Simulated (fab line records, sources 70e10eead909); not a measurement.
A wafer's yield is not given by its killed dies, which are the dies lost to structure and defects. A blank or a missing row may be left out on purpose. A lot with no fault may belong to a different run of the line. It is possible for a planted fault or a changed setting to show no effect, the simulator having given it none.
Chamber matching :: flow nand harc :: 4 sister chambers for NHARC_P_BONDPAD_STRIP_15 on rie diel-02
The step strips in O2. 20 wafers are shown with their chamber, then 10 later ones without.

## WAFERS PAIRED WITH THEIR CHAMBERS
wafer: L074.1
chamber: 0
showerhead plenum p Torr (Torr): 3.49
drypump motor current A (A): 6.0
oes product au (a.u.): 0.994

wafer: L074.2
chamber: 1
showerhead plenum p Torr (Torr): 3.37
drypump motor current A (A): 5.8
oes product au (a.u.): 1.015

wafer: L074.5
chamber: 3
showerhead plenum p Torr (Torr): 3.61
drypump motor current A (A): 5.7
oes product au (a.u.): 1.012

wafer: L077.1
chamber: 2
showerhead plenum p Torr (Torr): 3.35
drypump motor current A (A): 6.4
oes product au (a.u.): 1.011

wafer: L077.2
chamber: 1
showerhead plenum p Torr (Torr): 3.37
drypump motor current A (A): 5.8
oes product au (a.u.): 1.018

wafer: L077.5
chamber: 3
showerhead plenum p Torr (Torr): 3.61
drypump motor current A (A): 5.7
oes product au (a.u.): 1.015

wafer: L081.2
chamber: 2
showerhead plenum p Torr (Torr): 3.35
drypump motor current A (A): 6.4
oes product au (a.u.): 1.008

wafer: L081.4
chamber: 3
showerhead plenum p Torr (Torr): 3.60
drypump motor current A (A): 5.7
oes product au (a.u.): 1.007

wafer: L081.5
chamber: 1
showerhead plenum p Torr (Torr): 3.37
drypump motor current A (A): 5.8
oes product au (a.u.): 1.000

wafer: L082.2
chamber: 2
showerhead plenum p Torr (Torr): 3.35
drypump motor current A (A): 6.4
oes product au (a.u.): 1.008

wafer: L082.4
chamber: 1
showerhead plenum p Torr (Torr): 3.37
drypump motor current A (A): 5.8
oes product au (a.u.): 0.995

wafer: L082.6
chamber: 0
showerhead plenum p Torr (Torr): 3.48
drypump motor current A (A): 6.0
oes product au (a.u.): 0.982

wafer: L084.1
chamber: 0
showerhead plenum p Torr (Torr): 3.48
drypump motor current A (A): 6.0
oes product au (a.u.): 0.990

wafer: L084.2
chamber: 3
showerhead plenum p Torr (Torr): 3.60
drypump motor current A (A): 5.7
oes product au (a.u.): 0.991

wafer: L084.3
chamber: 2
showerhead plenum p Torr (Torr): 3.35
drypump motor current A (A): 6.4
oes product au (a.u.): 1.005

wafer: L091.2
chamber: 0
showerhead plenum p Torr (Torr): 3.48
drypump motor current A (A): 6.1
oes product au (a.u.): 1.005

wafer: L091.3
chamber: 1
showerhead plenum p Torr (Torr): 3.37
drypump motor current A (A): 5.7
oes product au (a.u.): 0.998

wafer: L091.6
chamber: 2
showerhead plenum p Torr (Torr): 3.35
drypump motor current A (A): 6.3
oes product au (a.u.): 1.023

wafer: L092.1
chamber: 2
showerhead plenum p Torr (Torr): 3.35
drypump motor current A (A): 6.3
oes product au (a.u.): 1.017

wafer: L092.3
chamber: 3
showerhead plenum p Torr (Torr): 3.60
drypump motor current A (A): 5.7
oes product au (a.u.): 1.007

SIGNATURES (means of the wafers above)
reading: showerhead plenum p Torr
chamber 0: 3.4825
chamber 1: 3.3700
chamber 2: 3.3500
chamber 3: 3.6040
scatter within a chamber: 0.00349

reading: drypump motor current A
chamber 0: 6.025
chamber 1: 5.780
chamber 2: 6.367
chamber 3: 5.700
scatter within a chamber: 0.0425

reading: oes product au
chamber 0: 0.99275
chamber 1: 1.00520
chamber 2: 1.01200
chamber 3: 1.00640
scatter within a chamber: 0.00897
Rule: a wafer lies at a distance from a chamber equal to the root of the sum of squares, over the readings, of (its reading less the chamber's mean, divided by the reading's scatter). If the next closest chamber is less than 2 further off than the closest, the wafer can't be placed; otherwise it belongs to the closest. The scatter: take each reading less its chamber's mean, square it, sum over the shown wafers, divide by the number of wafers less the number of chambers, and take the root.

## WAFERS WITHOUT THEIR CHAMBER
wafer: L092.5
showerhead plenum p Torr (Torr): 3.48
drypump motor current A (A): 5.9
oes product au (a.u.): 1.012

wafer: L093.3
showerhead plenum p Torr (Torr): 3.48
drypump motor current A (A): 6.0
oes product au (a.u.): 1.004

wafer: L093.5
showerhead plenum p Torr (Torr): 3.60
drypump motor current A (A): 5.7
oes product au (a.u.): 0.997

wafer: L093.6
showerhead plenum p Torr (Torr): 3.48
drypump motor current A (A): 6.0
oes product au (a.u.): 0.998

wafer: L095.1
showerhead plenum p Torr (Torr): 3.48
drypump motor current A (A): 6.0
oes product au (a.u.): 0.997

wafer: L095.4
showerhead plenum p Torr (Torr): 3.35
drypump motor current A (A): 6.4
oes product au (a.u.): 1.021

wafer: L095.5
showerhead plenum p Torr (Torr): 3.60
drypump motor current A (A): 5.7
oes product au (a.u.): 0.999

wafer: L096.4
showerhead plenum p Torr (Torr): 3.35
drypump motor current A (A): 6.4
oes product au (a.u.): 1.010

wafer: L096.5
showerhead plenum p Torr (Torr): 3.37
drypump motor current A (A): 5.8
oes product au (a.u.): 0.996

wafer: L096.6
showerhead plenum p Torr (Torr): 3.48
drypump motor current A (A): 6.0
oes product au (a.u.): 1.007

## CHAMBER TAKEN BY EACH
wafer: L092.5
from the rows above: 0
in truth: 0

wafer: L093.3
from the rows above: 0
in truth: 0

wafer: L093.5
from the rows above: 3
in truth: 3

wafer: L093.6
from the rows above: 0
in truth: 0

wafer: L095.1
from the rows above: 0
in truth: 0

wafer: L095.4
from the rows above: 2
in truth: 2

wafer: L095.5
from the rows above: 3
in truth: 3

wafer: L096.4
from the rows above: 2
in truth: 2

wafer: L096.5
from the rows above: 1
in truth: 1

wafer: L096.6
from the rows above: 0
in truth: 0
Placed correctly: 10 of 10. Number that these rows cannot place: 0. Number placed wrongly: 0.
